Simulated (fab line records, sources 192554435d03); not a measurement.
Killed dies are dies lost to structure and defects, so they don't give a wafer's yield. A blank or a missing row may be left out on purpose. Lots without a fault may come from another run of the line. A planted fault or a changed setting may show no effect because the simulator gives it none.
Chamber matching | flow n5_finfet | N5_BEOL_M0_SAQP_ETCH_102 on rie_si-03: 4 sister chambers
The step etches SiO2 in CF4, target depth 4 nm, time 4.4 s. 8 wafers are shown with their chamber, then 10 later ones without.

WAFERS WITH THEIR CHAMBER
wafer  | chamber | drypump_motor_current_A (A) | throttle_valve_pct (%)
L077.5 | 3       | 6.4                         | 21.85
L084.1 | 3       | 6.4                         | 21.85
L084.6 | 0       | 4.9                         | 21.88
L083.2 | 0       | 4.9                         | 21.86
L083.5 | 1       | 6.5                         | 21.44
L083.6 | 2       | 5.7                         | 21.26
L087.1 | 2       | 5.6                         | 21.23
L087.4 | 1       | 6.5                         | 21.43

WAFERS WITHOUT THEIR CHAMBER
wafer  | drypump_motor_current_A (A) | throttle_valve_pct (%)
L087.5 | 4.9                         | 21.87
L093.1 | 6.6                         | 21.43
L093.4 | 4.9                         | 21.87
L093.6 | 5.7                         | 21.24
L094.1 | 6.6                         | 21.44
L094.2 | 5.7                         | 21.25
L094.3 | 4.9                         | 21.88
L097.1 | 5.7                         | 21.24
L097.3 | 6.4                         | 21.87
L097.6 | 6.5                         | 21.44

WHICH CHAMBER EACH WENT THROUGH
wafer  | from the rows above | in truth
L087.5 | 0                   | 0
L093.1 | 1                   | 1
L093.4 | 0                   | 0
L093.6 | 2                   | 2
L094.1 | 1                   | 1
L094.2 | 2                   | 2
L094.3 | 0                   | 0
L097.1 | 2                   | 2
L097.3 | 3                   | 3
L097.6 | 1                   | 1
Placed correctly: 10 of 10. Can't be placed from these rows: 0. Placed wrongly: 0.
How it was worked out, from the rows above alone: a wafer's distance from a chamber is the root of the sum, over the readings, of the square of ((its reading less the chamber's mean) divided by the reading's scatter). The wafer belongs to the nearest chamber; if the next one is less than 2 further off, it can't be placed. A chamber's mean is the mean of its shown wafers. The scatter: the root of (the sum of the squares of (reading less its chamber's mean) over the shown wafers, divided by (wafers less chambers)).
